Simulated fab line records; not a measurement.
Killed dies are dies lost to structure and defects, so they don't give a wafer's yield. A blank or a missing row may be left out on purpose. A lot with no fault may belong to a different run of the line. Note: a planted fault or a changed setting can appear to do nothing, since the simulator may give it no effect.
Chamber matching :: flow n5-finfet :: N5_PMOS_HMC_CHANNEL_EPI_CMP_21 on cmp-01: 4 sister chambers
The step polishes SiGe30, target thk 54 nm. 4 wafers are shown with their chamber, then 7 later ones without.

WAFERS, EACH WITH ITS CHAMBER
wafer: L083.5
chamber: 3
motor-current-A (A): 10.9

wafer: L087.2
chamber: 2
motor-current-A (A): 10.9

wafer: L088.3
chamber: 0
motor-current-A (A): 15.4

wafer: L088.5
chamber: 1
motor-current-A (A): 11.4

WAFERS WHOSE CHAMBER IS MISSING
wafer: L088.6
motor-current-A (A): 10.2

wafer: L090.2
motor-current-A (A): 11.8

wafer: L090.4
motor-current-A (A): 10.6

wafer: L090.6
motor-current-A (A): 15.2

wafer: L091.1
motor-current-A (A): 10.9

wafer: L091.2
motor-current-A (A): 14.2

wafer: L091.6
motor-current-A (A): 10.2

CHAMBER TAKEN BY EACH
wafer: L088.6
from the rows above: can't be placed: 2 or 3 or 1
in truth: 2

wafer: L090.2
from the rows above: can't be placed: 1 or 2 or 3
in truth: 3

wafer: L090.4
from the rows above: can't be placed: 2 or 3 or 1
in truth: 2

wafer: L090.6
from the rows above: 0
in truth: 0

wafer: L091.1
from the rows above: can't be placed: 2 or 3 or 1
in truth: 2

wafer: L091.2
from the rows above: 0
in truth: 0

wafer: L091.6
from the rows above: can't be placed: 2 or 3 or 1
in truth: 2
2 of 7 placed correctly. Not placeable from these rows: 5 (in 5, the candidates include the true chamber). Number placed wrongly: 0.
How it was worked out, from the rows above alone: a wafer's distance from a chamber is the root of the sum, over the readings, of the square of ((its reading less the chamber's mean) divided by the reading's scatter). The wafer belongs to the nearest chamber; if the next one is less than 2 further off, it can't be placed. For every chamber, the mean is computed from those of its wafers that are shown. The scatter: root of mean squared gap, hidden wafer to nearest shown wafer, with one shown wafer a chamber.
